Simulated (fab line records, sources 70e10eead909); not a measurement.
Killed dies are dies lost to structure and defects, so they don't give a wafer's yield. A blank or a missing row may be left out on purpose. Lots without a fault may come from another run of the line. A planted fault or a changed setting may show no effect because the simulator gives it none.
Which tool did it? | flow nand_harc | 21 lots, 63 wafers sampled, at 2 steps of a route of 1302

WHAT THE GAUGES READ, wafer by wafer
NHARC_A_STAIRCASE_INSPECT_155. Usual: raw_defect_count 470, standard deviation 130.
lot  | measured     | on                | raw_defect_count | flag
L074 | day 19 03:47 | defect_inspect-02 | 271 460 274      |
L076 | day 20 01:21 | defect_inspect-02 | 347 479 433      |
L078 | day 20 01:26 | defect_inspect-01 | 368 466 401      |
L077 | day 20 01:35 | defect_inspect-02 | 441 601 370      |
L079 | day 20 20:29 | defect_inspect-01 | 468 324 390      |
L080 | day 20 21:43 | defect_inspect-01 | 342 443 441      |
L082 | day 22 06:00 | defect_inspect-02 | 427 582 605      |
L081 | day 22 06:16 | defect_inspect-02 | 524 482 669      |
L084 | day 23 08:13 | defect_inspect-01 | 307 397 477      |
L083 | day 23 08:20 | defect_inspect-02 | 388 444 423      |
L086 | day 24 04:53 | defect_inspect-01 | 614 479 784      |
L085 | day 24 05:02 | defect_inspect-01 | 266 224 323      |
L088 | day 25 13:20 | defect_inspect-01 | 539 477 413      |
L089 | day 25 21:28 | defect_inspect-02 | 357 405 460      |
L090 | day 26 01:34 | defect_inspect-02 | 627 461 509      |
L091 | day 26 15:47 | defect_inspect-01 | 803 544 496      |
L093 | day 26 16:05 | defect_inspect-01 | 496 567 474      |
L094 | day 27 22:43 | defect_inspect-02 | 391 606 541      |
L095 | day 28 09:16 | defect_inspect-02 | 233 356 437      |
L097 | day 28 19:16 | defect_inspect-01 | 494 543 639      |
L096 | day 28 19:32 | defect_inspect-01 | 626 361 371      |

WHICH TOOL RAN EACH LOT (tool, then ch and the chambers of the sampled wafers, then the start)
lot  | NHARC_A_STAIRCASE_STRIP_475
L074 | rie_diel-09 ch 0,3, day 19 03:47 or earlier
L076 | rie_diel-06 ch 1,2,3, day 20 01:21 or earlier
L078 | rie_diel-13 ch 0,1, day 20 01:26 or earlier
L077 | rie_diel-06 ch 0,1,3, day 20 01:35 or earlier
L079 | rie_diel-06 ch 1,2,3, day 20 20:29 or earlier
L080 | rie_diel-06 ch 0,1,2, day 20 21:43 or earlier
L082 | rie_diel-06 ch 0,3, day 22 06:00 or earlier
L081 | rie_diel-09 ch 1,2, day 22 06:16 or earlier
L084 | rie_diel-09 ch 0,1, day 23 08:13 or earlier
L083 | rie_diel-06 ch 0,1, day 23 08:20 or earlier
L086 | rie_diel-06 ch 0,1,3, day 24 04:53 or earlier
L085 | rie_diel-09 ch 1,3, day 24 05:02 or earlier
L088 | rie_diel-09 ch 0,2, day 25 13:20 or earlier
L089 | rie_diel-09 ch 0,1,2, day 25 21:28 or earlier
L090 | rie_diel-13 ch 1,2, day 26 01:34 or earlier
L091 | rie_diel-13 ch 0,3, day 26 15:47 or earlier
L093 | rie_diel-09 ch 0,3, day 26 15:22
L094 | rie_diel-06 ch 0,2,3, day 27 22:43 or earlier
L095 | rie_diel-06 ch 2,3, day 28 09:16 or earlier
L097 | rie_diel-09 ch 1,3, day 28 19:16 or earlier
L096 | rie_diel-13 ch 0,2, day 28 19:32 or earlier
- NHARC_A_STAIRCASE_STRIP_475: strips in O2, time 20 s.

WHAT THE TOOLS THEMSELVES READ (means of the sampled wafers that have a number; where no wafer has one, the mark that the record gives instead)
NHARC_A_STAIRCASE_STRIP_475. Usual: drypump_motor_current_A 5.7 A, standard deviation 0.5; oes_product_au 1.002 a.u., standard deviation 0.011; rf_vpp_V 57.9 V, standard deviation 0.99; showerhead_plenum_p_Torr 3.58 Torr, standard deviation 0.14; throttle_valve_pct 17.036 %, standard deviation 0.0088.
lot  | tool        | drypump_motor_current_A (A) | oes_product_au (a.u.) | rf_vpp_V (V) | showerhead_plenum_p_Torr (Torr) | throttle_valve_pct (%) | flag
L074 | rie_diel-09 | 5.3                         | 1.015                 | 57.8         | 3.44                            | 17.038                 |
L076 | rie_diel-06 | 5.8                         | 0.994                 | 57.6         | 3.60                            | 17.036                 |
L078 | rie_diel-13 | 5.2                         | 0.987                 | 58.4         | 3.62                            | 17.037                 |
L077 | rie_diel-06 | 6.1                         | 1.003                 | 57.2         | 3.53                            | 17.038                 |
L079 | rie_diel-06 | 5.9                         | 0.993                 | 58.9         | 3.60                            | 17.029                 |
L080 | rie_diel-06 | 5.7                         | 1.002                 | 58.5         | 3.62                            | 17.035                 |
L082 | rie_diel-06 | 6.2                         | 1.000                 | 58.5         | 3.48                            | 17.026                 |
L081 | rie_diel-09 | 6.1                         | 1.007                 | 56.9         | 3.58                            | 17.036                 |
L084 | rie_diel-09 | 5.5                         | 1.015                 | 58.0         | 3.68                            | 17.042                 |
L083 | rie_diel-06 | 5.9                         | 1.013                 | 58.4         | 3.56                            | 17.051                 |
L086 | rie_diel-06 | 6.0                         | 1.003                 | 58.7         | 3.51                            | 17.042                 |
L085 | rie_diel-09 | 5.9                         | 1.024                 | 57.8         | 3.78                            | 17.031                 |
L088 | rie_diel-09 | 5.8                         | 1.006                 | 56.9         | 3.48                            | 17.036                 |
L089 | rie_diel-09 | 5.6                         | 0.999                 | 57.7         | 3.57                            | 17.034                 |
L090 | rie_diel-13 | 5.2                         | 0.998                 | 58.8         | 3.57                            | 17.032                 |
L091 | rie_diel-13 | 6.0                         | 0.997                 | 57.5         | 3.45                            | 17.031                 |
L093 | rie_diel-09 | 5.6                         | 1.008                 | 58.9         | 3.69                            | 17.039                 |
L094 | rie_diel-06 | 5.8                         | 0.995                 | 57.7         | 3.55                            | 17.031                 |
L095 | rie_diel-06 | 5.6                         | 0.998                 | 58.6         | 3.62                            | 17.027                 |
L097 | rie_diel-09 | 5.9                         | 1.019                 | 58.0         | 3.77                            | 17.040                 |
L096 | rie_diel-13 | 5.1                         | 0.993                 | 58.7         | 3.63                            | 17.028                 |

THE ANSWER, worked out from the rows above alone
Rule: a lot is off if the mean of its wafers that have a number lies more than 3 standard deviations from the usual mean. A lot without any number at a reading at which 4 lots or more have one is off too. The other lots that the step has rows for count as sound. The gauges are gone through in route order, then the tools' own readings, and for those a lot's mean is taken as printed above. The first step at which some lot is off is used, and at that step the reading that is off furthest; a lot without a number counts as furthest.
No lot is off at any reading shown: from this, nothing can be told.

WHAT THE SIMULATOR HAD PUT IN
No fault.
